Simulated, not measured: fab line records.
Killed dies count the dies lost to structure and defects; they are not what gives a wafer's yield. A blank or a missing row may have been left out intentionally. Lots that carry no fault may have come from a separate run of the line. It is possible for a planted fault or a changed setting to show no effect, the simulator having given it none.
A lot that was struck, set against a sound lot :: flow nand-harc :: 14 steps out of a route of 1302
Sound: the wafers L835.2, L835.3, L835.4. Struck: wafer L849.4 (left out: L849.2, a lot-mate that was not struck); the cause follows at the end.
At each step with rows: each side's tool, then ch and its chambers, then its first start. Under that, the readings that differ: sound wafers :: struck wafers :: difference of the means :: sigmas: that difference in standard deviations of wafers without a fault.
alike: same words and numbers on both sides, and readings whose means sit less than 2 such deviations apart. not compared: any withheld reading, any reading some wafer has no value for, any bound like >300 that may hide the same value, and any number with overlapping values for which the record gives no deviation.
The two part at a step that has a row with sigmas, a row that says differs or no value, or rows on one side only. Non-overlapping numbers with no deviation appear without sigmas and do not part them. A reading missing from all wafers of one side parts the sides only when that side holds two or more wafers.

NHARC_A_WL_FILL_CVD_03: deposits W, target thk 40 nm, time 279 s.
  sound on cvd-w-02 ch 0,1, day 21 17:40; struck on cvd-w-01 ch 1, day 27 11:14
  alike: heater-power-outer-w, heater-power-w, throttle-valve-pct
NHARC_A_WL_FILL_ETCHBACK_04: etches the open film in NF3, target depth 60 nm, time 120 s.
  sound on rie-metal-02 ch 0,1, day 21 18:05; struck on rie-metal-03 ch 1, day 27 11:37
reading: oes-product-au (a.u.)
sound: 1.018 1.007 1.019
struck: 0.990
difference: -0.025
sigmas: -3
  alike: drypump-motor-current-A, run-length-s
  not compared: rf-hours-counter-h
NHARC_A_WL_FILL_ETCHBACK_05: etches the open film in Cl2/BCl3, target depth 22 nm, time 60 s.
  sound on rie-metal-02 ch 0,1, day 21 18:17; struck on rie-metal-03 ch 1, day 27 11:52
  alike: drypump-motor-current-A, oes-product-au, run-length-s
  not compared: rf-hours-counter-h
NHARC_A_WL_FILL_STRIP_27: strips in N2/H2, time 20 s.
  sound on plasma-asher-02 ch 0,1, day 21 18:25; struck on plasma-asher-02 ch 0, day 27 12:01
  alike: drypump-motor-current-A, heater-power-w, rf-refl-power-W
  not compared: rf-hours-counter-h
then, 4 steps without rows for these wafers: NHARC_A_WL_FILL_STRIP_28 (strips in post etch residue remover, time 1200 s); NHARC_A_WL_FILL_PRECLEAN_06 (cleans in DIW, time 300 s); NHARC_A_WL_FILL_SRD_07; NHARC_A_WL_FILL_ANNEAL_08 (time 1800 s).
NHARC_A_WL_FILL_ALD_10: deposits SiO2, target thk 50 nm, pulse time 10 s, ald cycles 500.
  sound on ald-hk-04 ch 0,1,2, day 22 00:37; struck on ald-hk-01 ch 3, day 27 20:36
  alike: heater-power-outer-w, heater-power-w, precursor-pulse-height-rel
then, 2 steps without rows for these wafers: NHARC_A_WL_FILL_ETCHBACK_16 (etches the open film in C4F8/O2/Ar, target depth 120 nm, time 24 s); NHARC_A_WL_FILL_STRIP_29 (strips in O2, time 20 s).
NHARC_A_WL_FILL_ETCHBACK_17: etches the open film in Cl2/BCl3, target depth 4 nm, time 26.7 s.
  sound on rie-metal-03 ch 0,1, day 22 05:32; struck on rie-metal-01 ch 0, day 28 00:59
reading: drypump-motor-current-A (A)
sound: 5.91 5.91 5.90
struck: 5.38
difference: -0.53
sigmas: -3

reading: run-length-s (s)
sound: 47.9 48.1 47.6
struck: 46.2
difference: -1.7
sigmas: -4
  alike: oes-product-au
  not compared: rf-hours-counter-h
then, 1 step without rows for these wafers: NHARC_A_WL_FILL_PRECLEAN_18 (cleans in dHF, time 30 s).
NHARC_END_SORT_01:
  the record has rows for the sound wafers here (prober-02 ch 0, day 25 12:20) and none for the struck ones

## WHERE THEY PART
First at NHARC_A_WL_FILL_ETCHBACK_04; last, within this record, at NHARC_END_SORT_01.

WHY: what had been put in by the simulator
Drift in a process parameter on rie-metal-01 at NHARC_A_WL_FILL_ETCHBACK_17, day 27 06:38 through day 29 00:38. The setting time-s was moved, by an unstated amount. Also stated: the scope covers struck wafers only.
